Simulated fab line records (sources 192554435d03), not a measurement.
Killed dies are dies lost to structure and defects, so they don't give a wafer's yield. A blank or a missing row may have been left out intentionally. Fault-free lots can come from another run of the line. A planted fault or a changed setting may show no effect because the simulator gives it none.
Matching of chambers	flow n5 finfet	N5_BEOL_M2_STRIP_66 on rie diel-01: 4 sister chambers
The step strips in CF4. 14 wafers are shown with their chamber, then 7 later ones without.

WAFERS PAIRED WITH THEIR CHAMBERS
wafer	chamber	showerhead plenum p Torr (Torr)	drypump motor current A (A)	oes product au (a.u.)
L075.2	1	1.82	5.8	0.84
L075.5	1	1.82	5.7	0.84
L075.6	0	1.73	5.8	0.72
L078.1	2	1.77	5.9	0.96
L078.2	3	1.85	5.3	0.71
L078.3	0	1.73	5.7	0.72
L079.2	3	1.84	5.3	0.70
L079.4	1	1.82	5.8	0.83
L079.6	2	1.77	5.9	0.93
L086.3	1	1.82	5.7	0.81
L086.4	3	1.84	5.3	0.69
L086.6	2	1.76	5.9	0.90
L088.1	0	1.72	5.8	0.70
L088.4	2	1.76	5.9	0.89

SIGNATURES (means of the wafers above)
reading	chamber 0	chamber 1	chamber 2	chamber 3	scatter within a chamber
showerhead plenum p Torr	1.7267	1.8200	1.7650	1.8433	0.00483
drypump motor current A	5.767	5.750	5.900	5.300	0.0408
oes product au	0.7133	0.8300	0.9200	0.7000	0.0202
Rule: a wafer's distance from a chamber is the root of the sum, over the readings, of the square of ((its reading less the chamber's mean) divided by the reading's scatter). The wafer belongs to the nearest chamber; if the next one is less than 2 further off, it can't be placed. How the scatter is found: for the shown wafers, subtract from each reading the mean of its chamber, square and add these, divide the total by (wafers less chambers), then take the root.

WAFERS WITH NO CHAMBER GIVEN
wafer	showerhead plenum p Torr (Torr)	drypump motor current A (A)	oes product au (a.u.)
L088.5	1.76	5.9	0.90
L089.2	1.84	5.3	0.68
L089.4	1.76	5.9	0.90
L089.6	1.76	5.9	0.89
L093.2	1.81	5.7	0.80
L093.3	1.84	5.3	0.68
L093.5	1.76	5.9	0.89

WHICH CHAMBER EACH ONE RAN IN
wafer	from the rows above	in truth
L088.5	2	2
L089.2	3	3
L089.4	2	2
L089.6	2	2
L093.2	1	1
L093.3	3	3
L093.5	2	2
Correct placement for 7 of the 7. From these rows, 0 cannot be placed. 0 placed wrongly.
